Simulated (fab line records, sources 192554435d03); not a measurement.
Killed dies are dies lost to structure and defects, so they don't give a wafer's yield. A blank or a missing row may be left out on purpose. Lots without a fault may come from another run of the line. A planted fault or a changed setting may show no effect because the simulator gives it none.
Which tool did it? | flow n5_finfet | 9 lots, 26 wafers sampled, at 7 steps of a route of 1938

WHAT THE GAUGES READ, wafer by wafer
N5_DUMMY_GATE_THK_MEAS_05.
lot  | measured    | on            | thk_nm (nm)
L287 | day 3 06:35 | film_metro-01 | 70.7 73.0 72.3
L289 | day 3 19:25 | film_metro-01 | 2.1 2.0 2.0
L290 | day 4 01:52 | film_metro-02 | 2.0 2.0 2.0
L291 | day 4 08:01 | film_metro-02 | 2.0 2.0 2.0
L297 | day 5 18:18 | film_metro-02 | 73.2 71.0 71.9
L298 | day 5 23:48 | film_metro-01 | 74.2 72.7 73.1
L306 | day 7 23:32 | film_metro-01 | 71.2 72.6 72.1
L307 | day 8 10:10 | film_metro-02 | 70.6 70.7 72.2
L308 | day 8 16:29 | film_metro-02 | 72.4 74.7

N5_DUMMY_GATE_OVL_MEAS_16.
lot  | measured    | on         | GATE_OVL (nm)
L287 | day 3 10:55 | overlay-02 | -0.3 -0.3 -0.4
L289 | day 3 23:45 | overlay-01 | -0.9 -0.4 -0.6
L290 | day 4 06:12 | overlay-01 | -0.8 0.3 -0.7
L291 | day 4 14:19 | overlay-01 | -1.0 0.0 0.5
L297 | day 5 22:49 | overlay-02 | 1.5 0.1 -1.0
L298 | day 6 04:08 | overlay-02 | 1.2 0.1 0.4
L306 | day 8 04:02 | overlay-02 | 0.5 0.8 0.9
L307 | day 8 16:35 | overlay-01 | -0.8 -0.6 -0.2
L308 | day 8 22:48 | overlay-01 | -1.1 -0.9

N5_DUMMY_GATE_CD_MEAS_24: target cd 15 nm.
lot  | measured    | on        | cd_nm (nm)
L287 | day 3 11:52 | cd_sem-03 | 14.1 14.6 14.5
L289 | day 4 00:43 | cd_sem-03 | - - -
L290 | day 4 07:41 | cd_sem-02 | - - -
L291 | day 4 15:22 | cd_sem-03 | - - -
L297 | day 5 23:46 | cd_sem-01 | 15.8 15.9 15.6
L298 | day 6 05:07 | cd_sem-01 | 14.5 15.5 15.4
L306 | day 8 05:00 | cd_sem-02 | 15.4 14.6 14.9
L307 | day 8 17:33 | cd_sem-01 | 15.2 14.4 14.7
L308 | day 8 23:45 | cd_sem-03 | 16.1 14.6

N5_BEOL_M4_RC_MEAS_101.
lot  | measured     | on        | DIBL_N (mV/V)  | DIBL_P (mV/V)  | IOFF_N (nA/um) | IOFF_P (nA/um) | ION_N (uA/um) | ION_P (uA/um) | SS_N (mV/dec)  | SS_P (mV/dec)  | VT_N (mV)   | VT_P (mV)
L287 | day 8 01:04  | prober-01 | 39.6 35.4 37.8 | 41.3 36.2 39.6 | 0.29 0.17 0.23 | 0.36 0.22 0.32 | 715 691 696   | 484 470 480   | 72.7 71.5 72.1 | 74.8 73.3 74.0 | 238 247 243 | -241 -246 -242
L297 | day 10 22:02 | prober-01 | 36.0 34.0 36.7 | 34.8 31.5 34.3 | 0.18 0.13 0.18 | 0.22 0.17 0.21 | 691 668 687   | 467 462 474   | 71.4 70.7 71.0 | 72.5 71.9 72.6 | 247 255 249 | -250 -251 -248
L298 | day 11 07:29 | prober-02 | 36.1 35.9 37.0 | 36.5 35.4 37.1 | 0.15 0.16 0.17 | 0.20 0.20 0.23 | 674 684 683   | 462 460 463   | 71.9 71.3 71.3 | 73.4 73.3 73.4 | 251 248 248 | -251 -251 -248
L306 | day 13 03:29 | prober-01 | 37.4 39.8 38.5 | 36.0 41.2 37.6 | 0.18 0.25 0.21 | 0.20 0.31 0.23 | 687 707 683   | 459 480 460   | 71.9 73.3 72.8 | 73.4 74.3 73.8 | 249 244 247 | -252 -249 -250
L307 | day 13 10:34 | prober-01 | 33.4 37.3 35.5 | 34.3 39.2 37.2 | 0.12 0.20 0.15 | 0.17 0.25 0.22 | 671 687 670   | 460 468 466   | 70.6 71.6 71.4 | 73.1 73.7 73.1 | 256 246 251 | -255 -250 -250
L308 | day 13 11:31 | prober-02 | 36.7 37.7      | 37.9 40.2      | 0.20 0.22      | 0.26 0.31      | 686 701       | 474 487       | 72.2 72.3      | 73.6 74.8      | 243 242     | -244 -241

WHICH TOOL RAN EACH LOT (tool, then ch and the chambers of the sampled wafers, then the start)
lot  | N5_FIN_CUT_STRIP_24               | N5_STI_FIN_REVEAL_OXIDATION_33      | N5_DUMMY_GATE_CVD_03
L287 | rie_diel-01 ch 0,1, day 2 16:35   | plasma_asher-01 ch 0,1, day 3 02:07 | lpcvd-01 ch 1/40,1/50,1/59, day 3 02:36
L289 | rie_diel-02 ch 1,2,3, day 3 03:17 | plasma_asher-01 ch 0,1, day 3 12:57 | lpcvd-01 ch 1/40,1/50,1/64, day 3 13:31
L290 | rie_diel-02 ch 1,2, day 3 08:56   | plasma_asher-01 ch 1, day 3 19:34   | lpcvd-01 ch 0/65,0/75,0/89, day 3 20:03
L291 | rie_diel-02 ch 0,2,3, day 3 15:26 | plasma_asher-02 ch 0,1, day 4 01:43 | lpcvd-01 ch 1/65,1/75,1/84, day 4 02:12
L297 | rie_diel-01 ch 0,1, day 5 03:37   | plasma_asher-02 ch 0,1, day 5 13:43 | lpcvd-02 ch 1/65,1/75,1/79, day 5 14:13
L298 | rie_diel-02 ch 0,1,2, day 5 09:04 | plasma_asher-01 ch 1, day 5 18:41   | lpcvd-02 ch 1/15,1/25,1/39, day 5 19:36
L306 | rie_diel-02 ch 1,2,3, day 7 09:16 | plasma_asher-01 ch 0,1, day 7 18:17 | lpcvd-01 ch 1/40,1/50,1/54, day 7 19:32
L307 | rie_diel-02 ch 1,2,3, day 7 17:40 | plasma_asher-01 ch 0,1, day 8 03:31 | lpcvd-01 ch 1/40,1/50,1/54, day 8 04:22
L308 | rie_diel-02 ch 2,3, day 7 22:29   | plasma_asher-02 ch 0,1, day 8 10:13 | lpcvd-01 ch 0/59,0/64, day 8 10:40
- N5_FIN_CUT_STRIP_24: strips in CF4.
- N5_STI_FIN_REVEAL_OXIDATION_33: chemistry O2 PLASMA REMOTE, time 20 s.
- N5_DUMMY_GATE_CVD_03: deposits a-Si from SiH4, target thk 150 nm, time 8042 s.

WHAT THE TOOLS THEMSELVES READ (means of the sampled wafers that have a number; where no wafer has one, the mark that the record gives instead)
N5_FIN_CUT_STRIP_24.
lot  | tool        | bias_power_w (W) | drypump_motor_current_A (A) | oes_product_au (a.u.) | rf_vpp_V (V) | showerhead_plenum_p_Torr (Torr) | throttle_valve_pct (%)
L287 | rie_diel-01 | 75.13            | 5.3                         | 0.74                  | 271.7        | 1.84                            | 13.48
L289 | rie_diel-02 | 74.78            | 5.8                         | 0.74                  | 270.6        | 1.80                            | 13.81
L290 | rie_diel-02 | 74.97            | 5.8                         | 0.75                  | 271.4        | 1.79                            | 13.82
L291 | rie_diel-02 | 74.77            | 5.9                         | 0.73                  | 271.7        | 1.82                            | 13.74
L297 | rie_diel-01 | 75.00            | 5.4                         | 0.71                  | 272.1        | 1.79                            | 13.51
L298 | rie_diel-02 | 74.82            | 5.9                         | 0.73                  | 271.2        | 1.81                            | 13.76
L306 | rie_diel-02 | 75.10            | 5.8                         | 0.72                  | 270.1        | 1.79                            | 13.88
L307 | rie_diel-02 | 74.81            | 5.8                         | 0.72                  | 270.9        | 1.79                            | 13.89
L308 | rie_diel-02 | 74.92            | 5.9                         | 0.71                  | 271.6        | 1.81                            | 13.84

N5_STI_FIN_REVEAL_OXIDATION_33.
lot  | tool            | drypump_motor_current_A (A) | heater_power_w (W)
L287 | plasma_asher-01 | 5.65                        | 136
L289 | plasma_asher-01 | 5.62                        | 140
L290 | plasma_asher-01 | 5.64                        | 140
L291 | plasma_asher-02 | 5.69                        | 157
L297 | plasma_asher-02 | 5.70                        | 157
L298 | plasma_asher-01 | 5.61                        | 141
L306 | plasma_asher-01 | 5.62                        | 137
L307 | plasma_asher-01 | 5.63                        | 140
L308 | plasma_asher-02 | 5.71                        | 158

N5_DUMMY_GATE_CVD_03.
lot  | tool     | spike_tc_bottom_C (C) | spike_tc_centre_C (C) | spike_tc_top_C (C) | susceptor_temp_C (C) | zone_power_lower_pct (%)
L287 | lpcvd-01 | 560.0                 | 529.8                 | 551.3              | 530.06               | 6.8
L289 | lpcvd-01 | -                     | -                     | -                  | -                    | -
L290 | lpcvd-01 | -                     | -                     | -                  | -                    | -
L291 | lpcvd-01 | -                     | -                     | -                  | -                    | -
L297 | lpcvd-02 | 557.2                 | 529.1                 | 552.0              | 530.20               | 7.3
L298 | lpcvd-02 | 557.5                 | 529.3                 | 552.5              | 530.01               | 7.3
L306 | lpcvd-01 | 558.2                 | 528.6                 | 551.2              | 530.12               | 6.8
L307 | lpcvd-01 | 559.5                 | 529.0                 | 550.9              | 530.03               | 6.8
L308 | lpcvd-01 | 550.8                 | 530.6                 | 555.4              | 529.93               | 6.3

THE ANSWER, worked out from the rows above alone
Rule: what is usual is taken from the lots themselves. Put in order of their means at a reading, lots are off if they are a third of the lots or fewer, leave a main group of 4 or more, and stand apart from it by a gap of 3 or more times the standard deviation of the main group's means; of several such gaps the widest counts. A main group whose means are all the same, to the digits that the tables above print for the reading, isn't used. A lot without any number at a reading at which 4 lots or more have one is off too. The other lots that the step has rows for count as sound. The gauges are gone through in route order, then the tools' own readings, and for those a lot's mean is taken as printed above. The first step at which some lot is off is used, and at that step the reading that is off furthest; a lot without a number counts as furthest.
Off: L289, L290, L291, at N5_DUMMY_GATE_THK_MEAS_05 (thk_nm). The main group: mean 72.3 nm, standard deviation 0.83.
A tool fits if, at a process step before that reading, it ran every lot that is off, and no sound lot after the first of them. The gauges at N5_DUMMY_GATE_THK_MEAS_05 aren't tried: what is off there is off at N5_DUMMY_GATE_CD_MEAS_24 too, on other tools, and a gauge's error can't cause that. None of those tried fits.

WHAT THE SIMULATOR HAD PUT IN
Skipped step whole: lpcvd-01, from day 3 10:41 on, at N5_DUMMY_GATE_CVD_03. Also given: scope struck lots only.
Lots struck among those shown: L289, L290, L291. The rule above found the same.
